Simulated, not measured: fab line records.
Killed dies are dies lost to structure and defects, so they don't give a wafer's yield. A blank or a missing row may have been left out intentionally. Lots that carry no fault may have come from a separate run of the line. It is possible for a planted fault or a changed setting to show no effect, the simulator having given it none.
fab line records	flow n5Finfet
record: lots: 10	wafers: 28	lastDay: 18
route steps=1938 shown BEOL_M6@1217 PASSIVATION@1936
lots untouched by any fault: they come from a run of this same line in which no faults occurred
startH: the number of hours between the record's first day and the start of the first shown wafer of the lot	waitH: hours since the lot's step before	" as in the row above	L1.1+2: several wafers, shown together as one row	- no value, or no start given	* or withheld: withheld	< > ~ a bound
route shown NAME@n: a module of which the file shows steps, and the number in the route of the first	usual: the fault-free wafers' mean and standard deviation	same: alike in all rows	chamber/n: place in a boat	sites: readings site by site	_std_site: the standard deviation of these	_edge_site: mean of outer sites minus mean of inner sites	radiusMm: how far each site lies from the wafer's centre	mask NAME#n: copy n	behind: the most recent tool/chamber to have shaped the wafer	hold: cause of the lot's hold/its duration in hours/its outcome	device: names the non-switching transistor (n, p or np)	end of line: the route-end tests of the same wafers	where a step has no rows: the recipe by itself	killed: count of dies lost to structure and defects at first sort (not the wafer's yield)	map: a wafer's dies, marking killed ones x, the rest . and places with no die _
set.NAME: the setting the step ran with; set.NAME@STEP: the setting that earlier step ran with	model.NAME: the simulator's own value behind a step, which no gauge read
the route's steps for a sample of lots (tables are steps, rows are wafers)
services: when a tool's chamber went out of use (startH, in hours from the record's first day, below 0 if earlier), for how many hours, and the reason
== steps ==
step: N5_BEOL_M6_CD_MEAS_18
recipe: pitchNm: 80	targetCdNm: 40
usual: cdNm: 40.1/0.8
lot.wafer	tool	chamber	startH	waitH	cdNm
L450.1	cdSem-01	-	182.45	0.0	41.4
L450.4	"	-	"	"	41.2
L450.6	"	-	"	"	41.5
L453.2	cdSem-01	-	213.49	0.1	40.0
L453.4	"	-	"	"	40.7
L453.5	"	-	"	"	40.1
L456.2	cdSem-03	-	230.26	0.1	41.1
L456.3	"	-	"	"	40.5
L458.1	cdSem-03	-	230.90	0.0	39.7
L458.3	"	-	"	"	39.1
L458.4	"	-	"	"	39.9
L459.1	cdSem-01	-	246.59	0.0	41.0
L459.4	"	-	"	"	40.5
L459.6	"	-	"	"	40.4
L468.2	cdSem-01	-	309.36	0.1	40.6
L468.4	"	-	"	"	40.8
L468.6	"	-	"	"	40.7
L470.1	cdSem-01	-	316.21	0.0	40.3
L470.4	"	-	"	"	40.6
L470.6	"	-	"	"	39.9
L467.3	cdSem-01	-	323.43	0.1	39.7
L467.4	"	-	"	"	39.1
L471.1	cdSem-03	-	330.53	0.0	40.5
L471.4	"	-	"	"	39.5
L471.6	"	-	"	"	40.9
L472.2	cdSem-03	-	346.13	0.1	39.7
L472.5	"	-	"	"	40.1
L472.6	"	-	"	"	40.0
step: N5_BEOL_M6_ETCH_72
recipe: chemistry: N2/H2	target: underlayer	targetDepthA: 65	maskMaterial: CAR-EUV	timeS: 5.2	ionEnergyEv: 200	pressureMtorr: 30	sourceW: 840	biasW: 150	n2FlowSccm: 200	h2FlowSccm: 200	ends: cleared
usual: chamberPressureMTorr: 30.00/0.043	drypumpMotorCurrentA: 5.4/0.47	etchRfOnTimeS: 5.28/0.25	oesProductAu: 0.67/0.056	rfFwdPowerW: 819.2/2.6	rfVppV: 525.6/2.4	showerheadPlenumPTorr: 2.61/0.073	throttleValvePct: 17.92/0.26
lot.wafer	tool	chamber	startH	waitH	chamberPressureMTorr	drypumpMotorCurrentA	etchRfOnTimeS	oesProductAu	rfFwdPowerW	rfHoursCounterH	rfVppV	showerheadPlenumPTorr	throttleValvePct
L450.1	rieDiel-02	2	185.69	0.0	30.03	6.4	5.37	0.71	818.2	56	529.9	2.66	17.55
L450.4	"	1	"	"	29.95	5.0	5.72	0.65	815.8	-	529.2	2.69	17.91
L450.6	"	2	"	"	30.00	6.4	5.37	0.70	818.2	-	528.4	2.66	17.54
L453.2	rieDiel-02	1	214.97	0.0	30.01	5.0	5.69	0.65	815.7	109	528.7	2.69	17.91
L453.4	"	3	"	"	30.05	5.2	4.98	0.66	820.8	140	524.4	2.56	18.03
L453.5	"	0	"	"	29.96	4.9	5.28	0.65	821.6	-	522.5	2.55	17.97
L458.1	rieDiel-02	0	232.20	0.0	30.09	4.8	5.17	0.65	816.5	167	523.6	2.55	17.98
L458.3	"	2	"	"	30.01	6.3	5.25	0.70	822.7	70	529.8	2.65	17.57
L458.4	"	3	"	"	30.05	5.2	4.94	0.65	819.8	146	523.0	2.56	18.06
L456.2	rieDiel-05	0	232.23	0.0	29.97	5.4	4.81	0.75	816.5	74	519.6	2.45	17.94
L456.3	"	2	"	"	29.94	5.2	5.26	0.81	822.3	6	525.5	2.62	17.62
L459.1	rieDiel-02	0	247.29	0.0	29.99	4.9	5.17	0.64	819.5	174	522.0	2.55	17.97
L459.4	"	3	"	"	30.04	5.2	4.93	0.64	815.6	152	521.4	2.56	18.06
L459.6	"	1	"	"	29.98	5.0	5.68	0.64	824.4	-	525.7	2.68	17.95
L468.2	rieDiel-05	2	311.05	0.0	30.03	5.2	5.18	0.76	820.2	31	523.8	2.61	17.68
L468.4	"	0	"	"	30.03	5.4	4.75	0.73	819.5	100	523.4	2.44	17.99
L468.6	"	3	"	"	30.02	5.1	5.21	0.68	821.6	-	526.4	2.58	18.30
L470.1	rieDiel-01	3	317.55	0.0	29.94	5.7	5.36	0.61	818.7	172	523.1	2.53	18.30
L470.4	"	2	"	"	30.01	5.2	5.64	0.62	819.3	139	527.9	2.56	17.66
L470.6	"	1	"	"	30.00	5.7	5.41	0.67	817.8	-	526.7	2.70	18.24
L467.3	rieDiel-02	0	325.77	0.0	30.03	4.9	5.12	0.61	817.1	202	522.8	2.54	18.01
L467.4	"	2	"	"	30.09	6.3	5.28	0.68	816.8	100	527.2	2.64	17.64
L471.1	rieDiel-02	0	331.53	0.0	30.00	4.9	5.22	0.62	819.2	203	523.8	2.54	18.01
L471.4	"	3	"	"	30.06	5.2	4.98	0.62	815.7	181	524.3	2.55	18.09
L471.6	"	3	"	"	30.01	5.2	4.99	0.61	817.3	-	524.1	2.55	18.06
L472.2	rieDiel-02	1	348.05	0.0	29.93	5.0	5.83	0.60	817.3	156	525.7	2.67	17.98
L472.5	"	1	"	"	29.99	5.0	5.84	0.61	821.1	-	527.2	2.67	18.00
L472.6	"	2	"	"	30.00	6.4	5.36	0.67	822.9	-	529.7	2.64	17.61
step: N5_BEOL_M6_TRENCH_ETCH_37
recipe: chemistry: C4F6/O2	targetDepthA: 944.35	target: SiCOH_lowk	timeS: 31.5	ionEnergyEv: 250	pressureMtorr: 30	sourceW: 345	biasW: 185	Ar_flow_sccm: 300	C4F6_flow_sccm: 10	O2_flow_sccm: 10
usual: chamberPressureMTorr: 30.004/0.027	drypumpMotorCurrentA: 5.4/0.47	mfcArSccm: 299.9/1	oes_f_703_au: 0.77/0.061	oes_o_777_au: 0.78/0.059	oesProductAu: 0.79/0.064	rfFwdPowerW: 339.5/1.7	rfVppV: 674/13	showerheadPlenumPTorr: 2.91/0.089	throttleValvePct: 20.94/0.27
lot.wafer	tool	chamber	startH	waitH	chamberPressureMTorr	drypumpMotorCurrentA	mfcArSccm	oes_f_703_au	oes_o_777_au	oesProductAu	rfFwdPowerW	rfHoursCounterH	rfVppV	showerheadPlenumPTorr	throttleValvePct
L450.1	rieDiel-02	2	185.92	-	29.975	6.3	300.0	0.81	0.79	0.83	341.1	57	656	3.03	21.02
L450.4	"	1	"	"	29.972	5.0	299.1	0.74	0.77	0.78	341.6	-	669	3.01	21.02
L450.6	"	2	"	"	30.059	6.3	300.1	0.80	0.79	0.84	340.9	-	657	3.03	21.04
L453.2	rieDiel-02	1	215.21	-	29.992	4.9	298.5	0.74	0.75	0.77	341.3	109	670	3.01	21.02
L453.4	"	3	"	"	30.025	5.2	300.2	0.81	0.82	0.76	339.4	140	663	2.86	21.03
L453.5	"	0	"	"	29.948	4.9	300.5	0.76	0.76	0.75	340.4	-	688	2.81	20.68
L458.1	rieDiel-02	0	232.44	-	30.030	4.9	300.3	0.97	0.95	0.79	423.2	167	617	2.81	20.71
L458.3	"	2	"	"	30.071	6.3	301.2	1.03	0.96	0.86	423.0	70	588	3.03	21.06
L458.4	"	3	"	"	29.971	5.2	298.8	1.04	1.01	0.78	422.9	146	596	2.85	21.05
L456.2	rieDiel-05	0	232.46	-	29.976	5.4	299.0	0.90	0.89	0.87	337.9	74	655	2.77	21.10
L456.3	"	2	"	"	29.995	5.2	300.6	0.93	0.93	0.96	340.0	6	671	2.90	20.46
L459.1	rieDiel-02	0	247.53	-	30.011	4.9	299.0	0.96	0.94	0.79	421.3	174	618	2.81	20.71
L459.4	"	3	"	"	30.003	5.2	300.2	1.04	1.01	0.79	421.9	152	595	2.85	21.05
L459.6	"	1	"	"	30.016	5.0	300.3	0.95	0.93	0.80	423.5	-	600	3.01	21.06
L468.2	rieDiel-05	2	311.29	-	29.954	5.1	299.7	0.87	0.87	0.89	339.0	31	669	2.88	20.51
L468.4	"	0	"	"	30.034	5.4	300.5	0.87	0.85	0.83	340.1	100	654	2.76	21.13
L468.6	"	3	"	"	30.017	5.1	298.4	0.78	0.78	0.79	339.3	-	681	2.84	21.02
L470.1	rieDiel-01	3	317.78	-	29.990	5.7	299.9	0.72	0.73	0.71	338.1	172	660	2.85	21.38
L470.4	"	2	"	"	30.012	5.2	299.8	0.69	0.70	0.73	337.0	139	679	2.84	20.55
L470.6	"	1	"	"	30.009	5.7	299.2	0.76	0.79	0.80	338.7	-	685	3.00	21.23
L467.3	rieDiel-02	0	326.01	-	30.043	4.9	299.1	0.72	0.73	0.73	341.7	202	688	2.79	20.76
L467.4	"	2	"	"	30.022	6.3	297.8	0.76	0.74	0.79	340.4	100	658	3.01	21.10
L471.1	rieDiel-02	0	331.77	-	30.017	4.8	300.4	0.73	0.73	0.72	339.7	203	687	2.79	20.75
L471.4	"	3	"	"	30.002	5.2	300.0	0.78	0.78	0.73	339.7	181	663	2.84	21.09
L471.6	"	3	"	"	30.032	5.2	300.8	0.77	0.78	0.73	339.6	-	662	2.84	21.08
L472.2	rieDiel-02	1	348.29	-	30.030	5.0	301.9	0.71	0.72	0.72	342.9	156	668	2.99	21.09
L472.5	"	1	"	"	30.045	5.0	300.9	0.70	0.71	0.73	342.8	-	668	2.99	21.10
L472.6	"	2	"	"	30.020	6.3	300.2	0.75	0.73	0.78	339.8	-	655	3.01	21.09
step: N5_BEOL_M6_OCD_MEAS_38
usual: trenchDepthNm: 93.5/2.5
lot.wafer	tool	chamber	startH	waitH	trenchDepthNm
L450.1	ocd-02	-	186.09	-	92.9
L450.4	"	-	"	"	89.5
L450.6	"	-	"	"	93.0
L453.2	ocd-01	-	215.37	-	90.7
L453.4	"	-	"	"	95.8
L453.5	"	-	"	"	94.4
L458.1	ocd-02	-	232.59	-	102.3
L458.3	"	-	"	"	101.7
L458.4	"	-	"	"	103.5
L456.2	ocd-02	-	232.62	-	98.3
L456.3	"	-	"	"	94.9
L459.1	ocd-01	-	247.68	-	103.1
L459.4	"	-	"	"	104.8
L459.6	"	-	"	"	97.7
L468.2	ocd-01	-	311.44	-	94.9
L468.4	"	-	"	"	98.1
L468.6	"	-	"	"	94.6
L470.1	ocd-02	-	317.94	-	91.4
L470.4	"	-	"	"	89.9
L470.6	"	-	"	"	93.0
L467.3	ocd-02	-	326.16	-	95.2
L467.4	"	-	"	"	93.8
L471.1	ocd-02	-	331.92	-	94.1
L471.4	"	-	"	"	96.4
L471.6	"	-	"	"	96.0
L472.2	ocd-01	-	348.44	-	87.7
L472.5	"	-	"	"	87.3
L472.6	"	-	"	"	91.9
step: N5_BEOL_M6_CD_MEAS_35
recipe: targetCdNm: 40	targetCdYNm: 28	polarity: opening
usual: cdNm: 40.1/0.82
lot.wafer	tool	chamber	startH	waitH	cdNm
L450.1	cdSem-02	-	186.24	0.0	41.4
L450.4	"	-	"	"	41.1
L450.6	"	-	"	"	41.6
L453.2	cdSem-03	-	215.52	0.0	40.2
L453.4	"	-	"	"	40.4
L453.5	"	-	"	"	40.2
L458.1	cdSem-02	-	232.74	0.0	40.1
L458.3	"	-	"	"	39.3
L458.4	"	-	"	"	40.3
L456.2	cdSem-03	-	232.77	0.0	40.7
L456.3	"	-	"	"	40.3
L459.1	cdSem-03	-	247.84	0.0	41.1
L459.4	"	-	"	"	41.0
L459.6	"	-	"	"	40.5
L468.2	cdSem-03	-	311.59	0.0	40.7
L468.4	"	-	"	"	41.2
L468.6	"	-	"	"	41.1
L470.1	cdSem-01	-	318.09	0.0	39.8
L470.4	"	-	"	"	39.7
L470.6	"	-	"	"	40.2
L467.3	cdSem-03	-	326.32	0.0	39.8
L467.4	"	-	"	"	39.3
L471.1	cdSem-01	-	332.08	0.0	39.9
L471.4	"	-	"	"	39.5
L471.6	"	-	"	"	41.0
L472.2	cdSem-02	-	348.60	0.0	39.9
L472.5	"	-	"	"	39.8
L472.6	"	-	"	"	39.7
step: N5_BEOL_M6_THK_MEAS_53
recipe: thkMeasGauge: xrf	reads: Cu_of_BEOL_M6_ECD_50
usual: M6_THK: 79.5/2.9
lot.wafer	tool	chamber	startH	waitH	M6_THK[nm]
L450.1	filmMetro-02	-	188.07	-	79.4
L450.4	"	-	"	"	73.8
L450.6	"	-	"	"	75.6
L453.2	filmMetro-02	-	218.21	-	77.7
L453.4	"	-	"	"	83.4
L453.5	"	-	"	"	79.1
L458.1	filmMetro-02	-	235.12	-	89.8
L458.3	"	-	"	"	87.0
L458.4	"	-	"	"	89.7
L456.2	filmMetro-02	-	235.59	-	85.9
L456.3	"	-	"	"	83.8
L459.1	filmMetro-01	-	251.14	-	87.8
L459.4	"	-	"	"	88.8
L459.6	"	-	"	"	82.8
L468.2	filmMetro-02	-	314.04	-	83.3
L468.4	"	-	"	"	84.1
L468.6	"	-	"	"	80.5
L470.1	filmMetro-02	-	321.91	-	76.3
L470.4	"	-	"	"	75.9
L470.6	"	-	"	"	79.7
L467.3	filmMetro-02	-	329.91	-	82.0
L467.4	"	-	"	"	79.6
L471.1	filmMetro-01	-	334.11	-	78.2
L471.4	"	-	"	"	80.1
L471.6	"	-	"	"	82.9
L472.2	filmMetro-02	-	352.10	-	74.3
L472.5	"	-	"	"	72.9
L472.6	"	-	"	"	77.4
step: N5_BEOL_M6_RS_MEAS_57
recipe: thkMeasGauge: four-point-probe	reads: Cu_of_BEOL_M6_ECD_50+Co_of_BEOL_M6_CVD_78+TaN_of_BEOL_M6_ALD_77
usual: M6_RS: 0.291/0.012
lot.wafer	tool	chamber	startH	waitH	M6_RS[ohm/sq]
L450.1	filmMetro-02	-	188.20	0.1	0.290
L450.4	"	-	"	"	0.315
L450.6	"	-	"	"	0.305
L453.2	filmMetro-01	-	218.34	0.1	0.301
L453.4	"	-	"	"	0.277
L453.5	"	-	"	"	0.295
L458.1	filmMetro-01	-	235.25	0.1	0.252
L458.3	"	-	"	"	0.261
L458.4	"	-	"	"	0.252
L456.2	filmMetro-01	-	235.72	0.1	0.268
L456.3	"	-	"	"	0.275
L459.1	filmMetro-02	-	251.27	0.1	0.255
L459.4	"	-	"	"	0.252
L459.6	"	-	"	"	0.274
L468.2	filmMetro-02	-	314.17	0.1	0.277
L468.4	"	-	"	"	0.274
L468.6	"	-	"	"	0.289
L470.1	filmMetro-02	-	322.04	0.1	0.310
L470.4	"	-	"	"	0.312
L470.6	"	-	"	"	0.294
L467.3	filmMetro-02	-	330.04	0.1	0.282
L467.4	"	-	"	"	0.292
L471.1	filmMetro-01	-	334.24	0.1	0.299
L471.4	"	-	"	"	0.288
L471.6	"	-	"	"	0.279
L472.2	filmMetro-02	-	352.24	0.1	0.315
L472.5	"	-	"	"	0.323
L472.6	"	-	"	"	0.299
step: N5_PASSIVATION_PROBE_49
usual: defectLimitedYield: 90.9/1.6	killed_at_M0_to_M3: 34/10	killed_at_M4_up: 13/5.4	killedAtContacts: 13/6	killedAtFrontEnd: 42/13	killedAtOther: 4/3.2	killedDies: 107/18	killedOpen: 69/14	killedShort: 35/7.7	sort_bin_5_function: 5.3/1	sort_bin_6_memory: 3.3/0.75	sort_bin_8_speed: 0.00/0.015	sortNPass: 1073/19	sortYieldPct: 90.9/1.6
same: grossDies: 1180	killedAtBackSide: 0	sort_bin_4_leakage[%]: 0
lot.wafer	tool	chamber	startH	waitH	defectLimitedYield[%]	killed_at_M0_to_M3	killed_at_M4_up	killedAtContacts	killedAtFrontEnd	killedAtOther	killedDies	killedOpen	killedShort	sort_bin_5_function[%]	sort_bin_6_memory[%]	sort_bin_8_speed[%]	sortNPass	sortYieldPct[%]
L458.3	prober-02	-	312.71	0.1	93.1	25	19	5	25	7	81	44	35	4.0	2.4	0	1099	93.1
L458.4	prober-02	-	312.76	0.2	94.0	26	15	2	24	4	71	40	30	3.7	2.1	0	1109	94.0
L459.1	prober-01	-	342.57	0.0	89.4	22	17	18	61	7	125	79	42	6.2	3.9	0	1055	89.4
L459.4	prober-01	-	342.72	0.2	90.6	35	11	21	43	1	111	77	34	5.9	3.1	0	1069	90.6
L459.6	prober-01	-	342.82	0.3	91.1	36	6	18	43	2	105	64	40	5.8	2.5	0	1075	91.1
L470.1	prober-02	-	400.77	0.0	90.8	26	20	13	46	3	108	70	33	5.8	2.9	0	1072	90.8
L470.4	prober-02	-	400.92	0.2	93.1	20	16	13	31	1	81	56	25	4.2	2.4	0	1099	93.1
L470.6	prober-02	-	401.02	0.3	92.7	29	13	9	33	2	86	44	38	3.9	2.7	0	1094	92.7
L471.1	prober-01	-	424.68	0.0	89.8	55	17	8	38	2	120	87	27	5.2	4.2	0	1060	89.8
L471.4	prober-01	-	424.83	0.2	88.6	43	21	13	56	2	135	78	53	6.9	3.6	0	1045	88.6
L471.6	prober-01	-	424.93	0.3	88.7	54	15	18	42	4	133	86	38	6.9	3.6	0	1047	88.7
killed by level:class
L458.3 BEOL_M0_SAQP:geometricParticle:open=6 BEOL_M0_SAQP:geometricParticle:short=6 BEOL_M2:geometricParticle:open=5 BEOL_M4:geometricParticle:open=5 ILD0:geometricParticle:open=4 BEOL_M4:geometricParticle:short=4 FIN_SAQP:geometricParticle:short=3 DUMMY_GATE:geometricParticle:open=3
L458.4 BEOL_M0_SAQP:geometricParticle:open=7 FIN_SAQP:geometricParticle:short=5 BEOL_M0_SAQP:geometricParticle:short=5 BEOL_M4:geometricParticle:open=5 STARTING-WAFER:geometricParticle:short=5 FIN_SAQP:geometricParticle:open=4 BEOL_M1:geometricParticle:open=4 BEOL_M3:geometricParticle:open=4
L459.1 STI_FIN_REVEAL:geometricParticle:open=16 FIN_SAQP:geometricParticle:open=14 MOL_CONTACT_COAG:geometricParticle:open=14 FIN_SAQP:geometricParticle:short=11 BEOL_M0_SAQP:geometricParticle:short=5 GATE_CUT:geometricParticle:open=5 BEOL_M2:geometricParticle:open=5 GATE_CUT:geometricParticle:short=4
L459.4 MOL_CONTACT_COAG:geometricParticle:open=17 STI_FIN_REVEAL:geometricParticle:open=10 BEOL_M2:geometricParticle:open=8 DUMMY_GATE:geometricParticle:open=7 FIN_SAQP:geometricParticle:open=6 BEOL_M3:geometricParticle:short=6 STARTING-WAFER:geometricParticle:short=6 FIN_SAQP:geometricParticle:short=5
L459.6 MOL_CONTACT_COAG:geometricParticle:open=14 FIN_SAQP:geometricParticle:open=13 FIN_SAQP:geometricParticle:short=9 BEOL_M0_SAQP:geometricParticle:open=9 DUMMY_GATE:geometricParticle:open=8 BEOL_M0_SAQP:geometricParticle:short=7 BEOL_M2:geometricParticle:open=5 BEOL_M2:geometricParticle:short=4
L470.1 STI_FIN_REVEAL:geometricParticle:open=20 MOL_CONTACT_COAG:geometricParticle:open=9 BEOL_M4:geometricParticle:open=8 BEOL_M2:geometricParticle:open=8 STI_FIN_REVEAL:geometricParticle:short=6 FIN_SAQP:geometricParticle:open=4 BEOL_M0_SAQP:geometricParticle:open=4 MOL_CONTACT_COAG:geometricParticle:short=4
L470.4 STI_FIN_REVEAL:geometricParticle:open=13 MOL_CONTACT_COAG:geometricParticle:open=10 BEOL_M4:geometricParticle:open=10 BEOL_M3:geometricParticle:open=5 FIN_SAQP:geometricParticle:short=4 STI_FIN_REVEAL:geometricParticle:short=4 MOL_CONTACT_COAG:geometricParticle:short=3 BEOL_M1:geometricParticle:open=3
L470.6 STI_FIN_REVEAL:geometricParticle:open=11 MOL_CONTACT_COAG:geometricParticle:open=7 BEOL_M0_SAQP:geometricParticle:short=7 STARTING-WAFER:geometricParticle:short=7 BEOL_M1:geometricParticle:short=6 BEOL_M2:geometricParticle:short=5 BEOL_M4:geometricParticle:open=5 BEOL_M2:geometricParticle:open=4
L471.1 BEOL_M2:geometricParticle:open=18 BEOL_M0_SAQP:geometricParticle:open=10 FIN_SAQP:geometricParticle:open=8 BEOL_M4:geometricParticle:open=8 MOL_CONTACT_COAG:geometricParticle:open=7 BEOL_M1:geometricParticle:open=7 STI_FIN_REVEAL:geometricParticle:open=6 BEOL_M0_SAQP:geometricParticle:short=5
L471.4 BEOL_M0_SAQP:geometricParticle:short=13 FIN_SAQP:geometricParticle:open=10 STI_FIN_REVEAL:geometricParticle:open=10 BEOL_M4:geometricParticle:open=10 FIN_SAQP:geometricParticle:short=9 BEOL_M0_SAQP:geometricParticle:open=9 BEOL_M2:geometricParticle:open=9 MOL_CONTACT_COAG:geometricParticle:open=8
L471.6 BEOL_M0_SAQP:geometricParticle:open=15 MOL_CONTACT_COAG:geometricParticle:open=13 BEOL_M0_SAQP:geometricParticle:short=13 BEOL_M4:geometricParticle:open=10 BEOL_M2:geometricParticle:open=9 DUMMY_GATE:geometricParticle:open=7 FIN_SAQP:geometricParticle:open=5 STI_FIN_REVEAL:geometricParticle:open=5
== services ==
tool	chamber	startH	hours	kind
rieDiel-02	1	170.92	3.2	repair
rieDiel-05	2	185.33	-	clean
rieDiel-05	2	185.33	-	consumableReplace:focusRing
rieDiel-05	2	185.33	22.6	scheduledDown
rieDiel-05	2	185.33	22.6	ventCycle
rieDiel-01	0	194.65	-	clean
rieDiel-01	0	194.65	-	consumableReplace:focusRing
rieDiel-01	0	194.65	-	consumableReplace:showerhead
rieDiel-01	0	194.65	18.3	scheduledDown
rieDiel-01	0	194.65	18.3	ventCycle
rieDiel-02	-	201.05	2.8	pm
rieDiel-05	3	264.39	4.8	repair
rieDiel-05	-	272.79	2.8	pm
rieDiel-01	1	293.56	7.0	repair
rieDiel-05	0	301.41	5.1	repair
rieDiel-02	2	322.94	2.0	repair
== key ==
firstSign: step: N5_BEOL_M6_TRENCH_ETCH_37	reading: rfFwdPowerW	direction: up	sigmas: 48	usual: *	struck: *
effect: step: N5_BEOL_M6_TRENCH_ETCH_37	reading: rfVppV	direction: down	sigmas: 5.6	usual: 674	struck: 602
effect: step: N5_BEOL_M6_OCD_MEAS_38	reading: trenchDepthNm	direction: up	sigmas: 3.5	usual: 93.5	struck: 102.2
effect: step: N5_BEOL_M6_THK_MEAS_53	reading: M6_THK	direction: up	sigmas: 2.8	usual: 79.5	struck: 87.6
effect: step: N5_BEOL_M6_RS_MEAS_57	reading: M6_RS	direction: down	sigmas: 2.8	usual: 0.291	struck: 0.258
metAt N5_BEOL_M6_TRENCH_ETCH_37
struckLots L458,L459
notActingAt N5_BEOL_M6_CD_MEAS_18,N5_BEOL_M6_ETCH_72,N5_BEOL_M6_CD_MEAS_35
onsetBetween 215.21 232.44
fault: kind: processParameterDrift	tool: rieDiel-02	chamber: -	onsetH: 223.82	steps: N5_BEOL_M6_TRENCH_ETCH_37	channel: sourceW	offset: 82.8	shape: step	endH: 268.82	actsIn: theseRecipesOnly	stated: 345
